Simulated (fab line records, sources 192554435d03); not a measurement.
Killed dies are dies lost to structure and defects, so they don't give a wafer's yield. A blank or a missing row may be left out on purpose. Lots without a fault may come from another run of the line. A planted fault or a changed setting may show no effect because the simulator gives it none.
Chamber matching | flow n5_finfet | N5_MIM_TOP_ALD_00 on ald_hk-01: 4 sister chambers
The step deposits Al2O3, purge time 3 s, co reactant pulse time 3 s. 4 wafers are shown with their chamber, then 8 later ones without.

WAFERS WITH THEIR CHAMBER
wafer  | chamber | precursor_pulse_height_rel
L081.2 | 1       | 1.034
L091.4 | 2       | 1.025
L091.6 | 0       | 0.991
L090.1 | 3       | 0.988

WAFERS WITHOUT THEIR CHAMBER
wafer  | precursor_pulse_height_rel
L090.5 | 0.971
L090.6 | 0.988
L092.2 | 1.011
L092.5 | 1.032
L092.6 | 0.971
L095.1 | 0.964
L095.5 | 0.993
L095.6 | 0.989

WHICH CHAMBER EACH WENT THROUGH
wafer  | from the rows above               | in truth
L090.5 | can't be placed: 3 or 0           | 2
L090.6 | can't be placed: 3 or 0           | 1
L092.2 | can't be placed: 2 or 0 or 3 or 1 | 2
L092.5 | can't be placed: 1 or 2           | 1
L092.6 | can't be placed: 3 or 0           | 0
L095.1 | can't be placed: 3 or 0           | 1
L095.5 | can't be placed: 0 or 3           | 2
L095.6 | can't be placed: 3 or 0           | 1
Placed correctly: 0 of 8. Can't be placed from these rows: 8 (the true chamber is among the candidates in 3). Placed wrongly: 0.
How it was worked out, from the rows above alone: a wafer's distance from a chamber is the root of the sum, over the readings, of the square of ((its reading less the chamber's mean) divided by the reading's scatter). The wafer belongs to the nearest chamber; if the next one is less than 2 further off, it can't be placed. A chamber's mean is the mean of its shown wafers. The scatter: with one shown wafer a chamber, the root of the mean of the squares of how far each hidden wafer lies from its nearest shown one.
